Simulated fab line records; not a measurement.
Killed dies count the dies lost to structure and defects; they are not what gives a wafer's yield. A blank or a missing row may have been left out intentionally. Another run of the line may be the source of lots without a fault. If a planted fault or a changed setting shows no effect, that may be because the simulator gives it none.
Chamber matching	flow nand harc	pecvd-02 running NHARC_A_STAIRCASE_DEP_259: 3 sister chambers
The step deposits SiON, target thk 30 nm. 16 wafers are shown with their chamber, then 8 later ones without.

## WAFERS WITH THEIR CHAMBER
wafer	chamber	heater power w (W)
L074.1	0	652
L074.2	1	707
L074.6	0	655
L076.1	1	726
L076.2	0	764
L076.5	2	577
L085.3	2	558
L085.5	1	590
L085.6	0	682
L086.2	0	721
L086.3	2	593
L086.6	2	584
L089.1	2	485
L089.3	1	718
L089.4	1	728
L088.4	0	807

SIGNATURES (means of the wafers above)
reading	chamber 0	chamber 1	chamber 2	scatter within a chamber
heater power w	713.50	693.80	559.40	56.1
Rule: a wafer's distance from a chamber is the root of the sum, over the readings, of the square of ((its reading less the chamber's mean) divided by the reading's scatter). If the next closest chamber is less than 2 further off than the closest, the wafer can't be placed; otherwise it belongs to the closest. The scatter: take each reading less its chamber's mean, square it, sum over the shown wafers, divide by the number of wafers less the number of chambers, and take the root.

## WAFERS WITH NO CHAMBER GIVEN
wafer	heater power w (W)
L088.5	650
L088.6	499
L090.2	553
L090.3	716
L090.6	706
L092.1	616
L092.5	779
L092.6	624

## THE CHAMBER EACH PASSED THROUGH
wafer	from the rows above	in truth
L088.5	can't be placed: 1 or 0 or 2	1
L088.6	2	2
L090.2	2	2
L090.3	can't be placed: 0 or 1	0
L090.6	can't be placed: 0 or 1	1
L092.1	can't be placed: 2 or 1 or 0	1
L092.5	can't be placed: 0 or 1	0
L092.6	can't be placed: 2 or 1 or 0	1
Correctly placed: 2 of 8. These rows do not allow placing 6 (true chamber among the candidates in 6). Wrongly placed: 0.
